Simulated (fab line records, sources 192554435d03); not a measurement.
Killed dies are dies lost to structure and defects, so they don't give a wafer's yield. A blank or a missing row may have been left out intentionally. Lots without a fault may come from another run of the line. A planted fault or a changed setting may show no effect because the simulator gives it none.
Which tool is to blame? | flow n5_finfet | route of 1938 steps, sampled at 1 step: 22 lots, 66 wafers

== WHAT THE GAUGES SHOWED, per wafer ==
N5_BEOL_M4_INSPECT_13: inspects for defects (brightfield). Usual: raw_defect_count reads 438 (standard deviation 100).
lot  | measured     | on                | raw_defect_count | flag
L074 | day 7 14:45  | defect_inspect-02 | 524 556 351      |
L075 | day 7 14:57  | defect_inspect-01 | 451 432 297      |
L076 | day 7 16:16  | defect_inspect-02 | 466 352 413      |
L078 | day 8 16:32  | defect_inspect-02 | 415 406 271      |
L077 | day 8 16:40  | defect_inspect-02 | 286 278 309      |
L079 | day 8 20:29  | defect_inspect-02 | 483 334 440      |
L080 | day 9 07:12  | defect_inspect-01 | 258 306 335      |
L083 | day 9 13:01  | defect_inspect-02 | 334 405 452      |
L082 | day 9 22:10  | defect_inspect-01 | 352 417 412      |
L084 | day 9 23:41  | defect_inspect-02 | 493 544 437      |
L085 | day 10 03:41 | defect_inspect-02 | 332 575 494      |
L088 | day 10 19:13 | defect_inspect-01 | 399 515 528      |
L086 | day 10 20:30 | defect_inspect-01 | 308 388 334      |
L087 | day 11 05:16 | defect_inspect-02 | 541 521 331      |
L090 | day 11 10:35 | defect_inspect-01 | 559 375 652      |
L092 | day 11 14:34 | defect_inspect-02 | 553 547 467      |
L091 | day 11 18:44 | defect_inspect-01 | 509 418 541      |
L093 | day 12 06:29 | defect_inspect-02 | 439 362 443      |
L095 | day 12 11:28 | defect_inspect-01 | 561 672 682      |
L094 | day 12 18:22 | defect_inspect-01 | 422 464 448      |
L096 | day 13 06:32 | defect_inspect-01 | 386 495 437      |
L097 | day 13 11:55 | defect_inspect-01 | 412 354 380      |

== WHICH TOOL RAN EACH LOT (tool, then ch and the chambers of the sampled wafers, then the start) ==
Record: no process step prior to these readings.

== WHAT THE TOOLS THEMSELVES READ (means of the sampled wafers that have a number; where no wafer has one, the mark that the record gives instead) ==
The record holds no such reading with a usual standard deviation.

== THE ANSWER, worked out from the rows above alone ==
Rule: take the mean of a lot's wafers that have a number; if it is more than 3 standard deviations from the usual mean, the lot is off. A lot without any number at a reading at which 4 lots or more have one is off too. Where the step has rows for the other lots, those lots are counted as sound. The gauges are gone through in route order, then the tools' own readings, and for those a lot's mean is taken as printed above. At the first step where some lot is off, the reading lying furthest off is the one used; lots without a number count as furthest.
No lot is off at any reading shown: from this, nothing can be told.

== WHAT WAS PUT IN BY THE SIMULATOR ==
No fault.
